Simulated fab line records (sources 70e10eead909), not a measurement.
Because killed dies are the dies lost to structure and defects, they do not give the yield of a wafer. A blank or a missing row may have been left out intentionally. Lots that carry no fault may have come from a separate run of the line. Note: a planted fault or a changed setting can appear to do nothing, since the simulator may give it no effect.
Problem report in the 8D (eight disciplines) form, filled by code + flow nand_harc + the parts of the form that need people (team, actions taken, sign-off) are left out

== 1. THE ISSUE ==
A mean of 180.3 W is read at NHARC_THIN_TSV_ETCH_44 for rf_fwd_power_W, taken on 1 wafer of 1 lot, against 300.0 W (standard deviation 0.91) on wafers free of any fault. That is -99 or more standard deviations from the usual mean.
The step: etches the open film in CF4/O2, target depth 1594.2 nm, time 797.1 s.
Earliest sighting: wafer L578.6 on rie_diel-08 at day 22 12:49. At this step, 39 wafers from 13 lots have a number in the record. By rule, "out" or "out of limits" means more than 4 standard deviations away from the usual mean. The rest of the wafers with a number are treated as sound.

== 2. WHAT IT IS; WHAT IT IS NOT ==
| question                    | is                             | is not                                                                                 |
|-----------------------------|--------------------------------|----------------------------------------------------------------------------------------|
| which readings at this step | rf_fwd_power_W, oes_product_au | drypump_motor_current_A, rf_vpp_V, showerhead_plenum_p_Torr, throttle_valve_pct        |
| which lots                  | L578                           | L562, L563, L564, L566, L567, L568, L569, L570, L580, L581, L583, L584                 |
| which wafers of those lots  | L578.6                         | L578.1, L578.3                                                                         |
| read on which tools         | rie_diel-08                    | rie_diel-01, rie_diel-06                                                               |
| when                        | from day 22 12:49              | up to then (26 sound wafers); but 12 sound wafers of L580, L581, L583, L584 came after |

== 3. THE SUSPECTS, EACH WITH WHAT RULES IT OUT ==
Counting: a tool at a process step up to the reading stays a suspect if it ran every lot that is out. Sound lots after the first of them don't rule it out here, since some wafers of a struck lot are sound.
- cmp-01 at NHARC_A_BLC_CMP_25 (polishes, t overpolish 30 s, target thk 150 nm): kept. L578, the lot that is out, went through it at day 21 07:37; up to then, the latest sound lot through it was L568 at day 19 16:04.
- rie_diel-08 at NHARC_THIN_TSV_ETCH_44 (etches the open film in CF4/O2, target depth 1594.2 nm, time 797.1 s): kept. L578, the lot that is out, went through it at day 22 12:49; up to then, the latest sound lot through it was L568 at day 20 22:21. Its own oes_product_au, rf_fwd_power_W readings are out on those wafers.
- Within cmp-01 at NHARC_A_BLC_CMP_25: the wafers that are out ran in chamber 1; their sound lot-mates ran in chambers 0, 3.
- Within rie_diel-08 at NHARC_THIN_TSV_ETCH_44: the wafers that are out ran in chamber 0; their sound lot-mates ran in chambers 2, 3.
Left after counting: cmp-01 at NHARC_A_BLC_CMP_25, rie_diel-08 at NHARC_THIN_TSV_ETCH_44.

== 4. THE CAUSE (what the simulator had put in) ==
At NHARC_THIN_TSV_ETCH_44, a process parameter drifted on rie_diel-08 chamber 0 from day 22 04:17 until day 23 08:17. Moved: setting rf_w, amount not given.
This tool is one of the 2 suspects left after counting.

== 5. THE EFFECT CHAIN, in route order ==
Each row: a reading whose mean over the struck wafers that have a number lies more than 3 standard deviations from the usual. Readings are gone through only where the record gives a usual standard deviation; hours: the median, over the lots, of the time from a lot's start at the first step in this table giving one to that lot's start at this step; sigmas: the change measured in usual standard deviations.
| hours | step                   | reading        | usual      | on struck wafers | change | sigmas      |
|-------|------------------------|----------------|------------|------------------|--------|-------------|
| 0     | NHARC_THIN_TSV_ETCH_44 | oes_product_au | 0.998 a.u. | 0.754            | -0.244 | -17         |
| 0     | NHARC_THIN_TSV_ETCH_44 | rf_fwd_power_W | 300.0 W    | 180.3            | -119.7 | -99 or more |
The process steps in it:
- NHARC_THIN_TSV_ETCH_44: etches the open film in CF4/O2, target depth 1594.2 nm, time 797.1 s.

== 6. WHAT WOULD HAVE CAUGHT IT SOONER ==
9 hours passed between the start of the fault at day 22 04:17 and the first reading out of limits in this record, taken at day 22 12:49.
